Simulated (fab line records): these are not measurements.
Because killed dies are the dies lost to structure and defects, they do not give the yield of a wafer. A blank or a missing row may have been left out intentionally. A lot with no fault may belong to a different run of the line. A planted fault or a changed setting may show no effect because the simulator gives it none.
One fault seen from 2 desks    flow nandHarc    each desk has only its own numbers; what lay behind them comes last

FOR THE TOOL OWNER'S DESK: pecvdOnon-03
The tool's own readings at NHARC_A_ONON_D1_DEP_09 (target thk 1000 nm): means of the sampled wafers that have a number, for each lot that ran on this tool. If a lot's mean is further than 4 standard deviations from the usual mean, the lot is out of limits and carries the mark OUT (the distance appears in the brackets).
Columns: A = n2FlowSccm at NHARC_A_ONON_D1_DEP_09, usual 2749 sccm
lot   first seen here  A
L482  day 8 17:19      2756
L484  day 9 02:59      2747
L486  day 10 09:50     2748
L488  day 11 11:46     2751
L497  day 14 15:54     2746
Result from this desk: across the 5 lots, nothing is out of limits.

AT THE METROLOGY DESK
What the gauges read for every lot (on any tool): the sampled wafers with a number, averaged. If a lot's mean is further than 4 standard deviations from the usual mean, the lot is out of limits and carries the mark OUT (the distance appears in the brackets).
Columns: A = thkNm at NHARC_A_ONON_D1_THK_MEAS_11, usual 994 nm
lot   first seen here  A
L480  day 8 00:55      1016
L481  day 8 00:56      1002
L482  day 8 17:49      980
L483  day 9 03:02      997
L484  day 9 03:23      989
L485  day 9 18:04      962
L486  day 10 10:20     991
L488  day 11 12:09     970
L497  day 14 16:11     1316 (+23) OUT
L499  day 15 14:00     1010
L501  day 16 06:06     998
L502  day 16 21:50     995
Finding of this desk: L497 out of limits; the first was L497 at day 14 16:11, on thkNm at NHARC_A_ONON_D1_THK_MEAS_11. Within limits: L480, L481, L482, L483, L484, L485, L486, L488, L499, L501, L502.

BROUGHT TOGETHER
On L497, the metrology desk was in a position to raise an alarm at day 14 16:11.
The tool owner's desk saw nothing out of limits.
Tool owner's desk: L497 on record, inside its limits.
On pecvdOnon-03, each named lot ran NHARC_A_ONON_D1_DEP_09.

WHAT HAD BEEN PUT IN BY THE SIMULATOR
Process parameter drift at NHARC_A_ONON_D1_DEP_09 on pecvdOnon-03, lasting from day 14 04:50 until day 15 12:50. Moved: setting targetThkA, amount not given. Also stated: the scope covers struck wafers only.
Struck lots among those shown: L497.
Per desk, hours elapsed from the start of the fault to the first reading out of limits: for the metrology desk, 11.
